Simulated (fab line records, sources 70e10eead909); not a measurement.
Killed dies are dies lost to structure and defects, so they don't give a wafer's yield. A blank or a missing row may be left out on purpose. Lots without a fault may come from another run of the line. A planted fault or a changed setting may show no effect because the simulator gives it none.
fab line records | flow nand_harc
record lots=7 wafers=21 last_day=34
route steps=1302 shown A_BONDPAD@1217 HYBRID_BOND@1237 THIN_TSV@1244 END@1302
lots that met no fault: from a run of the same line without faults
start_h: hours from the record's first day to the start of the lot's first wafer shown | wait_h: hours since the lot's step before | " the same as in the row above | L1.1+2: a row that stands for several wafers | - no value, or no start given | * or withheld: withheld | < > ~ a bound
route shown NAME@n: a module of which the file shows steps, and the number in the route of the first | usual: mean/standard deviation of fault-free wafers | same: alike in all rows | chamber/n: place in a boat | sites: the reading at each site | _std_site: their standard deviation | _edge_site: outer sites' mean less inner sites' | radius_mm: how far each site lies from the wafer's centre | mask NAME#n: copy n | behind: the tool/chamber that last shaped the wafer | hold: why the lot was held/for how many hours/how that ended | device: the transistor (n, p or np) that didn't switch | end of line: the same wafers' tests at the end of the route | a step without rows: its recipe alone | killed: dies lost to structure and defects at the first sort, not the wafer's yield | map: a wafer's dies, x killed, . not, _ none there
set.NAME: the setting as run; set.NAME@STEP: as run at that earlier step | model.NAME: the simulator's own value behind a step, which no gauge read
lots at some steps of the route; a table a step, a row a wafer
services: from which hour (start_h, from the record's first day; less than 0 if before it) a tool's chamber was out of use, for how many hours, and why
## steps
# step NHARC_A_BONDPAD_HARDBAKE_10
# recipe temp_c=118 time_s=65
# step NHARC_A_BONDPAD_DESCUM_11
# recipe time_s=3 o2_flow_sccm=200 ar_flow_sccm=0 bias_power_w=0 chemistry=O2
# step NHARC_A_BONDPAD_ETCH_34
# recipe target_depth_a=600 overetch_a=180 time_s=65.91 ion_energy_ev=200 n2_flow_sccm=150 h2_flow_sccm=150 ar_flow_sccm=0 rf_w=400 bias_w=150 chemistry=N2/H2
# step NHARC_A_BONDPAD_ETCH_12
# recipe target_depth_a=2200 time_s=110 chf3_flow_sccm=50 o2_flow_sccm=10 ar_flow_sccm=200 rf_w=500 bias_w=200 chemistry=CHF3/O2
# usual drypump_motor_current_A=5.9/0.32 oes_product_au=0.948/0.023 rf_vpp_V=371.0/2.2 showerhead_plenum_p_Torr=2.42/0.091 throttle_valve_pct=20.573/0.0091
# columns lot.wafer tool chamber start_h wait_h drypump_motor_current_A oes_product_au rf_hours_counter_h rf_vpp_V showerhead_plenum_p_Torr throttle_valve_pct
L398.4 rie_diel-07 3 - - 5.6 0.925 10 373.2 2.52 20.580
L398.1 " 0 " " 6.3 0.918 11 367.9 2.29 20.579
L398.5 " 2 " " 6.1 0.929 - 370.9 2.43 20.584
L407.1 rie_diel-07 1 - - 5.8 0.922 21 372.5 2.48 20.584
L407.5 " 3 " " 5.6 0.931 - 372.8 2.51 20.562
L407.6 " 0 " " 6.3 0.912 - 369.3 2.29 20.584
L404.1 rie_diel-11 0 - - 6.3 0.974 0 372.4 2.45 20.580
L404.3 " 1 " " 6.2 0.962 0 370.7 2.47 20.585
L404.5 " 3 " " 5.0 0.972 - 369.3 2.36 20.557
L406.3 rie_diel-09 3 - - 6.4 0.965 4 370.1 2.38 20.575
L406.5 " 1 " " 5.8 0.981 - 372.7 2.39 20.586
L406.6 " 2 " " 5.6 0.967 - 375.0 2.57 20.568
L416.2 rie_diel-09 3 - - 6.3 0.954 1 371.1 2.38 20.568
L416.1 " 0 " " 5.6 0.988 1 368.1 2.31 20.579
L416.5 " 3 " " 6.4 0.959 - 370.6 2.38 20.589
L419.2 rie_diel-09 0 - - 5.6 0.939 3 368.1 2.31 20.573
L419.1 " 2 " " 5.7 0.930 2 373.2 2.57 20.589
L419.5 " 0 " " 5.6 0.934 - 368.5 2.31 20.563
L418.4 rie_diel-09 1 - - 5.8 0.959 4 371.9 2.39 20.590
L418.1 " 2 " " 5.7 0.960 4 374.1 2.57 20.584
L418.5 " 0 " " 5.6 0.974 - 367.1 2.31 20.587
# step NHARC_A_BONDPAD_CD_MEAS_13
# usual cd_nm=498.9/1.4
# columns lot.wafer tool chamber start_h wait_h cd_nm
L398.1 cd_sem-01 - 536.35 - 499.3
L398.4 " - " " 497.7
L398.5 " - " " 498.4
L407.1 cd_sem-03 - 617.30 - 498.9
L407.5 " - " " 498.9
L407.6 " - " " 500.7
L404.1 cd_sem-01 - 620.60 - 500.0
L404.3 " - " " 499.5
L404.5 " - " " 499.8
L406.3 cd_sem-01 - 620.99 - 494.9
L406.5 " - " " 497.1
L406.6 " - " " 497.4
L416.1 cd_sem-03 - 726.67 - 499.1
L416.2 " - " " 500.6
L416.5 " - " " 498.1
L419.1 cd_sem-01 - 757.18 - 499.0
L419.2 " - " " 498.9
L419.5 " - " " 497.6
L418.1 cd_sem-03 - 792.39 - 497.8
L418.4 " - " " 498.0
L418.5 " - " " 498.3
# step NHARC_A_BONDPAD_STRIP_15
# recipe o2_flow_sccm=500 ar_flow_sccm=0 bias_w=0 chemistry=O2
# usual drypump_motor_current_A=5.9/0.35 oes_product_au=1.000/0.0075 rf_vpp_V=57.9/0.9 showerhead_plenum_p_Torr=3.55/0.12 throttle_valve_pct=17.036/0.0091
# columns lot.wafer tool chamber start_h wait_h drypump_motor_current_A oes_product_au rf_hours_counter_h rf_vpp_V showerhead_plenum_p_Torr throttle_valve_pct
L398.4 rie_diel-07 1 536.44 0.1 5.9 0.995 10 57.8 3.65 17.032
L398.1 " 3 " " 5.6 1.001 10 59.1 3.70 17.027
L398.5 " 0 " " 6.3 0.990 - 59.3 3.37 17.035
L407.1 rie_diel-09 3 617.37 0.1 6.4 0.983 4 56.6 3.50 17.045
L407.5 " 3 " " 6.4 0.991 - 58.9 3.50 17.044
L407.6 " 0 " " 5.6 0.992 - 56.0 3.40 17.035
L404.3 rie_diel-07 2 620.68 0.1 6.1 0.992 22 58.8 3.56 17.034
L404.1 " 3 " " 5.6 1.002 22 58.1 3.69 17.041
L404.5 " 3 " " 5.6 1.000 - 58.2 3.69 17.039
L406.3 rie_diel-07 3 621.08 0.1 5.6 1.001 22 58.5 3.69 17.037
L406.5 " 2 " " 6.1 0.990 - 59.4 3.56 17.043
L406.6 " 3 " " 5.6 0.993 - 58.6 3.69 17.032
L416.2 rie_diel-07 0 726.76 0.1 6.3 1.002 11 57.0 3.36 17.034
L416.1 " 2 " " 6.1 1.000 10 56.7 3.56 17.035
L416.5 " 3 " " 5.6 1.017 - 57.9 3.68 17.042
L419.2 rie_diel-07 3 757.27 0.1 5.6 1.002 13 58.0 3.68 17.042
L419.1 " 0 " " 6.3 0.993 13 56.9 3.35 17.053
L419.5 " 2 " " 6.1 0.987 - 56.9 3.56 17.032
L418.4 rie_diel-07 2 792.50 0.1 6.1 0.986 20 56.7 3.55 17.030
L418.1 " 3 " " 5.6 1.003 21 58.9 3.68 17.048
L418.5 " 1 " " 5.9 1.002 - 59.2 3.63 17.050
# step NHARC_A_BONDPAD_ETCH_24
# recipe target_depth_a=300 over_etch_frac=0.3 time_s=72.99 ion_energy_ev=150 cf4_flow_sccm=50 n2_flow_sccm=100 ar_flow_sccm=150 rf_w=300 bias_w=100 chemistry=CF4/N2
# step NHARC_A_BONDPAD_STRIP_16
# recipe time_s=600 temp_c=30 chemistry=post_etch_residue_remover
# step NHARC_A_BONDPAD_DEGAS_25
# recipe temp_c=300 time_s=60
# usual heater_power_w=467/42
# columns lot.wafer tool chamber start_h wait_h heater_power_w
L398.1 pvd_sputter-03 - 536.98 - 419
L398.4 " - " " 484
L398.5 " - " " 419
L407.1 pvd_sputter-02 - 617.93 - 530
L407.6 " - " " 492
L407.5 " - " " 508
L404.1 pvd_sputter-01 - 621.23 - 436
L404.3 " - " " 514
L404.5 " - " " 450
L406.3 pvd_sputter-02 - 621.61 - 426
L406.6 " - " " 533
L406.5 " - " " 416
L416.2 pvd_sputter-01 - 727.29 - 523
L416.1 " - " " 434
L416.5 " - " " 450
L419.2 pvd_sputter-01 - 757.81 - 513
L419.1 " - " " 457
L419.5 " - " " 531
L418.1 pvd_sputter-02 - 793.02 - 411
L418.4 " - " " 494
L418.5 " - " " 394
# step NHARC_A_BONDPAD_PRE_CLEAN_26
# recipe time_s=30 temp_c=280 gas=H2/He
# usual heater_power_w=413/36
# columns lot.wafer tool chamber start_h wait_h heater_power_w
L398.4 pvd_sputter-03 - - - 448
L398.1 " - " " 371
L398.5 " - " " 443
L407.1 pvd_sputter-02 - - - 367
L407.6 " - " " 350
L407.5 " - " " 415
L404.3 pvd_sputter-01 - - - 394
L404.1 " - " " 458
L404.5 " - " " 456
L406.3 pvd_sputter-02 - - - 357
L406.6 " - " " 453
L406.5 " - " " 368
L416.2 pvd_sputter-01 - - - 456
L416.1 " - " " 401
L416.5 " - " " 374
L419.1 pvd_sputter-01 - - - 385
L419.2 " - " " 384
L419.5 " - " " 390
L418.4 pvd_sputter-02 - - - 358
L418.1 " - " " 350
L418.5 " - " " 429
# step NHARC_A_BONDPAD_PVD_17
# recipe target_thk_a=50 bias_v=168.6 power_w=15000 chamber_pressure_pa=0.12 time_s=8.06 substrate_temp_c=50 material=TaN
# step NHARC_A_BONDPAD_PVD_27
# recipe target_thk_a=300 chamber_pressure_pa=5 power_w=5000 substrate_temp_c=30 time_s=20.49 material=Cu
# step NHARC_A_BONDPAD_ECD_18
# recipe target_thk_a=4000 bath_temp_c=25 material=Cu
# columns lot.wafer tool chamber start_h wait_h
L398.1+4+5 ecd_cu-01 0 537.39 -
L407.1+6+5 ecd_cu-02 0,1,0 618.33 -
L404.1+3+5 ecd_cu-02 1,1,0 621.59 -
L406.3+6+5 ecd_cu-02 1,0,1 622.11 -
L416.2+1+5 ecd_cu-02 1,0,0 727.86 -
L419.2+1+5 ecd_cu-02 0,1,0 758.16 -
L418.1+4+5 ecd_cu-01 0,0,1 793.38 -
# step NHARC_A_BONDPAD_ANNEAL_28
# recipe temp_c=225 time_s=90
# step NHARC_A_BONDPAD_CMP_19
# recipe t_overpolish_s=30 cu_recess_touch_s=16 target_thk_nm=169.82
# step NHARC_A_BONDPAD_SRD_21
# recipe time_s=30 temp_c=23 dry_time_s=20 spin_rpm=1500
# step NHARC_A_BONDPAD_INSPECT_23
# usual raw_defect_count=573/140
# columns lot.wafer tool chamber start_h wait_h raw_defect_count
L398.1 defect_inspect-01 - 538.60 0.0 528
L398.4 " - " " 713
L398.5 " - " " 631
L407.1 defect_inspect-02 - 619.54 0.0 569
L407.5 " - " " 420
L407.6 " - " " 513
L404.1 defect_inspect-01 - 622.87 0.0 594
L404.3 " - " " 473
L404.5 " - " " 506
L406.3 defect_inspect-01 - 623.23 0.0 868
L406.5 " - " " 597
L406.6 " - " " 575
L416.1 defect_inspect-01 - 729.12 0.0 647
L416.2 " - " " 923
L416.5 " - " " 860
L419.1 defect_inspect-01 - 759.41 0.0 542
L419.2 " - " " 437
L419.5 " - " " 461
L418.1 defect_inspect-02 - 794.63 0.0 824
L418.4 " - " " 582
L418.5 " - " " 702
# step NHARC_HYBRID_BOND_ACTIVATE_00
# recipe time_s=60 n2_flow_sccm=200 ar_flow_sccm=0 bias_power_w=0 chemistry=N2
# step NHARC_HYBRID_BOND_PRECLEAN_01
# recipe time_s=300 temp_c=23 chemistry=DIW
# step NHARC_HYBRID_BOND_SRD_02
# recipe time_s=30 temp_c=23 dry_time_s=20 spin_rpm=1500
# step NHARC_HYBRID_BOND_BOND_03
# recipe temp_c=25
# step NHARC_HYBRID_BOND_ANNEAL_04
# recipe temp_c=300 time_s=7200 ramp_up_c_per_min=5 ramp_down_c_per_min=3 idle_temp_c=100 pressure_atm=1
# step NHARC_HYBRID_BOND_OVL_MEAS_05
# usual overlay_x_nm=-2/33 overlay_y_nm=7/32
# columns lot.wafer tool chamber start_h wait_h overlay_x_nm overlay_y_nm
L398.1 overlay-02 - 548.10 0.4 40 -4
L398.4 " - " " 0 -63
L398.5 " - " " -26 0
L407.1 overlay-02 - 629.56 0.4 0 -47
L407.6 " - " " 9 45
L404.1 overlay-02 - 633.97 0.4 35 8
L404.3 " - " " 7 34
L406.3 overlay-02 - 633.99 0.4 -6 -37
L406.6 " - " " 24 -15
L416.1 overlay-02 - 741.08 0.4 -23 8
L416.2 " - " " 43 -44
L416.5 " - " " -29 55
L419.1 overlay-02 - 768.84 0.4 -7 -43
L419.2 " - " " 12 21
L419.5 " - " " -46 6
L418.1 overlay-01 - 805.45 0.4 42 37
L418.4 " - " " -24 12
L418.5 " - " " -43 -37
# step NHARC_HYBRID_BOND_INSPECT_06
# recipe inspect_instrument=ir_void
# usual raw_defect_count=87/32
# columns lot.wafer tool chamber start_h wait_h raw_defect_count
L398.1 defect_inspect-02 - 548.15 0.0 102
L398.4 " - " " 96
L398.5 " - " " 98
L407.1 defect_inspect-02 - 629.61 0.0 63
L407.6 " - " " 52
L404.1 defect_inspect-01 - 634.02 0.0 122
L404.3 " - " " 131
L406.3 defect_inspect-01 - 634.05 0.1 41
L406.6 " - " " 43
L416.1 defect_inspect-01 - 741.13 0.0 88
L416.2 " - " " 78
L416.5 " - " " 85
L419.1 defect_inspect-01 - 768.90 0.0 52
L419.2 " - " " 52
L419.5 " - " " 46
L418.1 defect_inspect-01 - 805.50 0.0 79
L418.4 " - " " 65
L418.5 " - " " 58
# step NHARC_THIN_TSV_GRIND_00
# recipe target_thk_um=6
# step NHARC_THIN_TSV_CMP_01
# recipe target_thk_um=3
# usual motor_current_A=11.8/1.2 slurry_flow_ml_min=150.0/0.43
# columns lot.wafer tool chamber start_h wait_h motor_current_A slurry_flow_ml_min
L398.4 cmp-01 3 549.57 0.5 12.3 149.7
L398.1 " 0 " " 13.3 149.4
L398.5 " 1 " " 11.3 149.9
L407.1 cmp-02 0 631.06 1.1 13.5 149.7
L407.6 " 1 " " 11.8 150.2
L404.3 cmp-02 1 635.39 0.6 11.8 150.4
L404.1 " 0 " " 13.1 150.1
L406.3 cmp-02 0 637.90 0.7 14.5 149.5
L406.6 " 0 " " 13.2 149.7
L416.1 cmp-03 0 745.33 1.1 12.5 149.7
L416.2 " 1 " " 10.6 150.5
L416.5 " 0 " " 12.7 150.1
L419.2 cmp-02 3 770.27 0.8 10.8 150.0
L419.1 " 0 " " 13.9 149.7
L419.5 " 3 " " 10.9 150.5
L418.4 cmp-02 3 806.89 0.4 10.2 150.4
L418.1 " 0 " " 13.9 150.4
L418.5 " 2 " " 10.3 149.8
# step NHARC_THIN_TSV_THK_MEAS_02
# recipe thk_meas_gauge=ir
# usual thk_nm=2938/220
# columns lot.wafer tool chamber start_h wait_h thk_nm
L398.1 film_metro-01 - 549.79 0.2 2965
L398.4 " - " " 2839
L398.5 " - " " 3104
L407.1 film_metro-02 - 631.25 - 2647
L407.6 " - " " 2843
L404.1 film_metro-02 - 635.65 - 3012
L404.3 " - " " 3248
L406.3 film_metro-02 - 638.15 - 3109
L406.6 " - " " 3169
L416.1 film_metro-02 - 745.57 0.2 2736
L416.2 " - " " 2900
L416.5 " - " " 2887
L419.1 film_metro-01 - 770.54 - 2639
L419.2 " - " " 2544
L419.5 " - " " 2730
L418.1 film_metro-01 - 807.13 - 2943
L418.4 " - " " 3036
L418.5 " - " " 2805
# step NHARC_THIN_TSV_SRD_03
# step NHARC_THIN_TSV_PRECLEAN_41
# recipe time_s=* temp_c=50 bath_age_min=0 chemistry=SC1
# step NHARC_THIN_TSV_SRD_42
# step NHARC_THIN_TSV_DEP_43
# recipe target_thk_a=13285 temp_c=withheld pressure_torr=6.5 rf_w=900 teos_flow_sccm=161.4 flow_sccm=2650 target_thk_nm=1328.5 gas=O2 material=SiO2
# step NHARC_THIN_TSV_DEHYDRATE_04
# recipe temp_c=150 time_s=120
# step NHARC_THIN_TSV_HMDS_05
# recipe time_s=30
# step NHARC_THIN_TSV_COAT_06
# recipe spin_rpm=*
# step NHARC_THIN_TSV_SOFTBAKE_07
# recipe temp_c=122 time_s=95
# step NHARC_THIN_TSV_EBR_08
# step NHARC_THIN_TSV_EXPOSE_09
# recipe na=0.55 dose_mj=30.7 mask_id=TSV
# step NHARC_THIN_TSV_PEB_10
# recipe peb_temp_c=118 peb_time_s=85
# step NHARC_THIN_TSV_DEVELOP_11
# recipe time_s=70
# step NHARC_END_SORT_01
# recipe temp_c=25
# usual defect_limited_yield=90.8/2.2 killed_at_array=58/15 killed_at_other=0.8/1.2 killed_at_periphery=3.5/2.5 killed_dies=62/15 killed_open=3.2/1.7 killed_short=2.4/1.5
# same gross_dies=677
# columns lot.wafer tool chamber start_h wait_h defect_limited_yield[%] killed_at_array killed_at_other killed_at_periphery killed_dies killed_open killed_short
L407.5 prober-01 0 650.37 3.7 0 671 0 6 677 6 2
L404.5 prober-02 0 655.12 3.7 0 674 1 2 677 4 1
L406.5 prober-01 0 658.24 3.7 0 672 0 5 677 3 1
# killed by level:class
L407.5 A_BONDPAD:area_ecd=630 A_SLIT:chamber_film_flake=28 P_M2:chamber_film_flake=3 A_CHANNEL_FILL_D2:geometric_particle:open=2 A_STAIRCASE:chamber_film_flake=2 A_WL_FILL:chamber_film_flake=2 P_GATE:geometric_particle:open=1 P_CONTACT:geometric_particle:short=1
L404.5 A_BONDPAD:area_ecd=590 A_CHANNEL_HOLE_D1:chamber_film_flake=35 A_SLIT:chamber_film_flake=30 A_STAIRCASE:chamber_film_flake=5 A_CHANNEL_HOLE_D2:chamber_film_flake=4 A_CHANNEL_FILL_D2:geometric_particle:open=2 A_WL_FILL:chamber_film_flake=2 A_BONDPAD:chamber_film_flake=2
L406.5 A_BONDPAD:area_ecd=637 A_CHANNEL_HOLE_D2:chamber_film_flake=20 A_CHANNEL_HOLE_D1:chamber_film_flake=7 P_M0:geometric_particle:open=2 A_CHANNEL_FILL_D1:geometric_particle:short=1 A_BLC:geometric_particle:open=1 A_DECK1_JOINT:chamber_film_flake=1 P_STI:chamber_film_flake=1
# map L404.5 (x killed, . not)
____________x____________
_________xxxxxxx_________
_______xxxxxxxxxxx_______
______xxxxxxxxxxxxx______
_____xxxxxxxxxxxxxxx_____
____xxxxxxxxxxxxxxxxx____
____xxxxxxxxxxxxxxxxx____
___xxxxxxxxxxxxxxxxxxx___
___xxxxxxxxxxxxxxxxxxx___
__xxxxxxxxxxxxxxxxxxxxx__
__xxxxxxxxxxxxxxxxxxxxx__
_xxxxxxxxxxxxxxxxxxxxxxx_
_xxxxxxxxxxxxxxxxxxxxxxx_
_xxxxxxxxxxxxxxxxxxxxxxx_
_xxxxxxxxxxxxxxxxxxxxxxx_
_xxxxxxxxxxxxxxxxxxxxxxx_
xxxxxxxxxxxxxxxxxxxxxxxxx
xxxxxxxxxxxxxxxxxxxxxxxxx
xxxxxxxxxxxxxxxxxxxxxxxxx
xxxxxxxxxxxxxxxxxxxxxxxxx
xxxxxxxxxxxxxxxxxxxxxxxxx
_xxxxxxxxxxxxxxxxxxxxxxx_
_xxxxxxxxxxxxxxxxxxxxxxx_
_xxxxxxxxxxxxxxxxxxxxxxx_
_xxxxxxxxxxxxxxxxxxxxxxx_
_xxxxxxxxxxxxxxxxxxxxxxx_
__xxxxxxxxxxxxxxxxxxxxx__
__xxxxxxxxxxxxxxxxxxxxx__
___xxxxxxxxxxxxxxxxxxx___
___xxxxxxxxxxxxxxxxxxx___
____xxxxxxxxxxxxxxxxx____
____xxxxxxxxxxxxxxxxx____
_____xxxxxxxxxxxxxxx_____
______xxxxxxxxxxxxx______
_______xxxxxxxxxxx_______
_________xxxxxxx_________
____________x____________
# map L406.5 (x killed, . not)
____________x____________
_________xxxxxxx_________
_______xxxxxxxxxxx_______
______xxxxxxxxxxxxx______
_____xxxxxxxxxxxxxxx_____
____xxxxxxxxxxxxxxxxx____
____xxxxxxxxxxxxxxxxx____
___xxxxxxxxxxxxxxxxxxx___
___xxxxxxxxxxxxxxxxxxx___
__xxxxxxxxxxxxxxxxxxxxx__
__xxxxxxxxxxxxxxxxxxxxx__
_xxxxxxxxxxxxxxxxxxxxxxx_
_xxxxxxxxxxxxxxxxxxxxxxx_
_xxxxxxxxxxxxxxxxxxxxxxx_
_xxxxxxxxxxxxxxxxxxxxxxx_
_xxxxxxxxxxxxxxxxxxxxxxx_
xxxxxxxxxxxxxxxxxxxxxxxxx
xxxxxxxxxxxxxxxxxxxxxxxxx
xxxxxxxxxxxxxxxxxxxxxxxxx
xxxxxxxxxxxxxxxxxxxxxxxxx
xxxxxxxxxxxxxxxxxxxxxxxxx
_xxxxxxxxxxxxxxxxxxxxxxx_
_xxxxxxxxxxxxxxxxxxxxxxx_
_xxxxxxxxxxxxxxxxxxxxxxx_
_xxxxxxxxxxxxxxxxxxxxxxx_
_xxxxxxxxxxxxxxxxxxxxxxx_
__xxxxxxxxxxxxxxxxxxxxx__
__xxxxxxxxxxxxxxxxxxxxx__
___xxxxxxxxxxxxxxxxxxx___
___xxxxxxxxxxxxxxxxxxx___
____xxxxxxxxxxxxxxxxx____
____xxxxxxxxxxxxxxxxx____
_____xxxxxxxxxxxxxxx_____
______xxxxxxxxxxxxx______
_______xxxxxxxxxxx_______
_________xxxxxxx_________
____________x____________
## services
# columns tool chamber start_h hours kind
rie_diel-09 1 518.58 29.3 repair
cmp-02 - 539.89 4.0 pm
pvd_sputter-02 - 552.91 0.8 repair
pvd_sputter-01 - 580.46 1.2 repair
pvd_sputter-01 - 584.16 10.0 pm
cmp-02 - 590.67 0.6 repair
ecd_cu-02 - 596.00 8.0 pm
cmp-02 - 611.71 1.9 repair
cmp-02 - 620.16 0.8 repair
cmp-02 - 621.33 1.4 repair
ecd_cu-02 - 632.34 5.1 repair
pvd_sputter-02 - 634.13 6.8 repair
cmp-02 - 638.03 4.0 pm
rie_diel-07 - 648.31 9.0 pm
pvd_sputter-01 - 667.92 2.1 repair
rie_diel-09 - 674.10 9.0 pm
cmp-02 - 708.28 2.6 repair
pvd_sputter-01 - 714.06 1.1 repair
rie_diel-09 - 732.05 0.3 repair
pvd_sputter-02 - 735.36 1.2 repair
cmp-02 - 736.03 4.0 pm
rie_diel-07 - 741.43 4.2 repair
pvd_sputter-01 - 762.16 10.0 pm
ecd_cu-02 - 772.00 8.0 pm
## key
first_sign step=NHARC_END_SORT_01 reading=defect_limited_yield direction=down sigmas=42 usual=90.8 struck=0
effect step=NHARC_END_SORT_01 reading=killed_dies direction=up sigmas=42 usual=62 struck=677
more_kills_born_at NHARC_A_BONDPAD_ECD_18@ecd_cu-02=1857
met_at NHARC_A_BONDPAD_ECD_18
struck_wafers L404.5,L406.5,L407.5
later_rows_left_out L404.5,L406.5,L407.5
fault kind=process_parameter_drift tool=ecd_cu-02 chamber=- onset_h=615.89 steps=NHARC_A_BONDPAD_ECD_18 channel=target_thk_a offset=* shape=step end_h=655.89 scope=struck_wafers_only acts_in=* stated=*
# later_rows_left_out: the simulator's readings of these wafers behind a module that went badly wrong aren't trusted and aren't shown, but for the sort
